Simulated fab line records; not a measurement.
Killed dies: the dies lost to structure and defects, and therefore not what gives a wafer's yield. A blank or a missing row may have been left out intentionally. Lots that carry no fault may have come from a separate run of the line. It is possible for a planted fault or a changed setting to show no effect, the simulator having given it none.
Split-lot experiment / flow n5 finfet / route with 1938 steps; 7 lots, 21 wafers read

ON THE SPLIT
At N5_SDB_ETCH_17 (etches SiARC in CF4, target depth 23.4 nm, time 39 s), the setting bias w was moved away from the recipe's 36 W on 9 of the 21 wafers read, by -8.9% to +12.2%. All remaining wafers had this setting at the recipe value.

The split's own step is where the reading is taken.

THE READING
rf vpp V, in V, at N5_SDB_ETCH_17 (etches SiARC in CF4, target depth 23.4 nm, time 39 s). Typical for fault-free wafers on this fab line: 184.4 V, with standard deviation 1.2 V.

wafer=L078.2; tool, chamber at the split=rie diel-05, 1; bias w as run, W=36; against the recipe=recipe; rf vpp V, V=183.8; against lot-mates on the recipe=-
wafer=L078.4; tool, chamber at the split=rie diel-05, 3; bias w as run, W=40.38; against the recipe=+12.2%; rf vpp V, V=198.6; against lot-mates on the recipe=+14.8
wafer=L078.5; tool, chamber at the split=rie diel-05, 2; bias w as run, W=40.38; against the recipe=+12.2%; rf vpp V, V=199.3; against lot-mates on the recipe=+15.5
wafer=L080.1; tool, chamber at the split=rie diel-05, 3; bias w as run, W=36; against the recipe=recipe; rf vpp V, V=185.1; against lot-mates on the recipe=-
wafer=L080.4; tool, chamber at the split=rie diel-05, 2; bias w as run, W=36; against the recipe=recipe; rf vpp V, V=183.8; against lot-mates on the recipe=-
wafer=L080.6; tool, chamber at the split=rie diel-05, 3; bias w as run, W=34.12; against the recipe=-5.2%; rf vpp V, V=178.5; against lot-mates on the recipe=-5.9
wafer=L083.2; tool, chamber at the split=rie diel-02, 2; bias w as run, W=38.33; against the recipe=+6.5%; rf vpp V, V=193.1; against lot-mates on the recipe=no lot-mate on the recipe
wafer=L083.3; tool, chamber at the split=rie diel-02, 0; bias w as run, W=38.33; against the recipe=+6.5%; rf vpp V, V=190.7; against lot-mates on the recipe=no lot-mate on the recipe
wafer=L083.6; tool, chamber at the split=rie diel-02, 1; bias w as run, W=38.33; against the recipe=+6.5%; rf vpp V, V=193.5; against lot-mates on the recipe=no lot-mate on the recipe
wafer=L084.1; tool, chamber at the split=rie diel-02, 0; bias w as run, W=36; against the recipe=recipe; rf vpp V, V=183.1; against lot-mates on the recipe=-
wafer=L084.3; tool, chamber at the split=rie diel-02, 1; bias w as run, W=36; against the recipe=recipe; rf vpp V, V=184.3; against lot-mates on the recipe=-
wafer=L084.4; tool, chamber at the split=rie diel-02, 1; bias w as run, W=36; against the recipe=recipe; rf vpp V, V=185.3; against lot-mates on the recipe=-
wafer=L087.3; tool, chamber at the split=rie diel-05, 3; bias w as run, W=32.8; against the recipe=-8.9%; rf vpp V, V=176.6; against lot-mates on the recipe=-6.4
wafer=L087.4; tool, chamber at the split=rie diel-05, 1; bias w as run, W=36; against the recipe=recipe; rf vpp V, V=183.0; against lot-mates on the recipe=-
wafer=L087.6; tool, chamber at the split=rie diel-05, 3; bias w as run, W=32.8; against the recipe=-8.9%; rf vpp V, V=175.1; against lot-mates on the recipe=-7.9
wafer=L095.1; tool, chamber at the split=rie diel-04, 3; bias w as run, W=36; against the recipe=recipe; rf vpp V, V=184.9; against lot-mates on the recipe=-
wafer=L095.3; tool, chamber at the split=rie diel-04, 2; bias w as run, W=33.14; against the recipe=-7.9%; rf vpp V, V=175.8; against lot-mates on the recipe=-8.9
wafer=L095.6; tool, chamber at the split=rie diel-04, 3; bias w as run, W=36; against the recipe=recipe; rf vpp V, V=184.5; against lot-mates on the recipe=-
wafer=L097.4; tool, chamber at the split=rie diel-02, 2; bias w as run, W=36; against the recipe=recipe; rf vpp V, V=185.9; against lot-mates on the recipe=-
wafer=L097.5; tool, chamber at the split=rie diel-02, 3; bias w as run, W=36; against the recipe=recipe; rf vpp V, V=186.2; against lot-mates on the recipe=-
wafer=L097.6; tool, chamber at the split=rie diel-02, 0; bias w as run, W=36; against the recipe=recipe; rf vpp V, V=182.5; against lot-mates on the recipe=-

THE FIT
A straight line over all 21 wafers: rf vpp V changes by +1.13 V for each +1% of bias w; r = +0.98; the points scatter about the line by 1.2 V.
The same after taking each lot's own level away (the mean of its wafers on the recipe; 18 wafers): +1.1 V for each +1%; r = +0.98; scatter 1.4 V.
That fit puts the effect of the largest move of bias w on the reading at 13 V.
From 183.00 to 184.87 V: that is the span of the lots' own levels, equal to 1.6 times the standard deviation above.
Hence the lot-to-lot level has little effect on the slope; both slopes agree.
Check: for one of the wafers moved furthest among these (+12.2%), held out of the fit, the line's prediction against its lot-mates is +13.4 V. Against them it came out at +14.8 V.
Tool readings at the split's step, against how far the setting was moved: rf vpp V r = +0.98.

FILE'S OWN FIT
rf vpp V changes by +1.1 V for each +1% of bias w, r = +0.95.
